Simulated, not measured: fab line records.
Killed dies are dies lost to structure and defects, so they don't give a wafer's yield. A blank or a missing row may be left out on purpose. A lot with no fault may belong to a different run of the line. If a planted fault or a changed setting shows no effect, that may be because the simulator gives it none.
Matching of chambers :: flow nand harc :: rie diel-08 running NHARC_A_STAIRCASE_TRIM_187: 3 sister chambers
The step chemistry O2, time 211.2 s. 3 wafers are shown with their chamber, then 8 later ones without.

WAFERS PAIRED WITH THEIR CHAMBERS
wafer: L086.5
chamber: 1
showerhead plenum p Torr (Torr): 3.48

wafer: L086.6
chamber: 0
showerhead plenum p Torr (Torr): 3.33

wafer: L086.2
chamber: 3
showerhead plenum p Torr (Torr): 3.33

WAFERS WITH NO CHAMBER GIVEN
wafer: L086.4
showerhead plenum p Torr (Torr): 3.48

wafer: L090.4
showerhead plenum p Torr (Torr): 3.32

wafer: L090.5
showerhead plenum p Torr (Torr): 3.32

wafer: L091.1
showerhead plenum p Torr (Torr): 3.32

wafer: L091.3
showerhead plenum p Torr (Torr): 3.32

wafer: L091.4
showerhead plenum p Torr (Torr): 3.32

wafer: L092.5
showerhead plenum p Torr (Torr): 3.32

wafer: L092.6
showerhead plenum p Torr (Torr): 3.32

EACH ONE'S CHAMBER
wafer: L086.4
from the rows above: 1
in truth: 1

wafer: L090.4
from the rows above: can't be placed: 0 or 3
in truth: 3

wafer: L090.5
from the rows above: can't be placed: 0 or 3
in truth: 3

wafer: L091.1
from the rows above: can't be placed: 0 or 3
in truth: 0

wafer: L091.3
from the rows above: can't be placed: 0 or 3
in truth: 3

wafer: L091.4
from the rows above: can't be placed: 0 or 3
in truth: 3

wafer: L092.5
from the rows above: can't be placed: 0 or 3
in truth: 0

wafer: L092.6
from the rows above: can't be placed: 0 or 3
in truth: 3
Correct placement for 1 of the 8. Not placeable from these rows: 7 (in 7, the candidates include the true chamber). Wrongly placed: 0.
How it was worked out, from the rows above alone: a wafer's distance from a chamber is the root of the sum, over the readings, of the square of ((its reading less the chamber's mean) divided by the reading's scatter). If the next closest chamber is less than 2 further off than the closest, the wafer can't be placed; otherwise it belongs to the closest. A chamber's mean is the mean of its shown wafers. The scatter (one wafer shown for each chamber): square how far every hidden wafer sits from the nearest shown wafer, average those squares and take the square root.
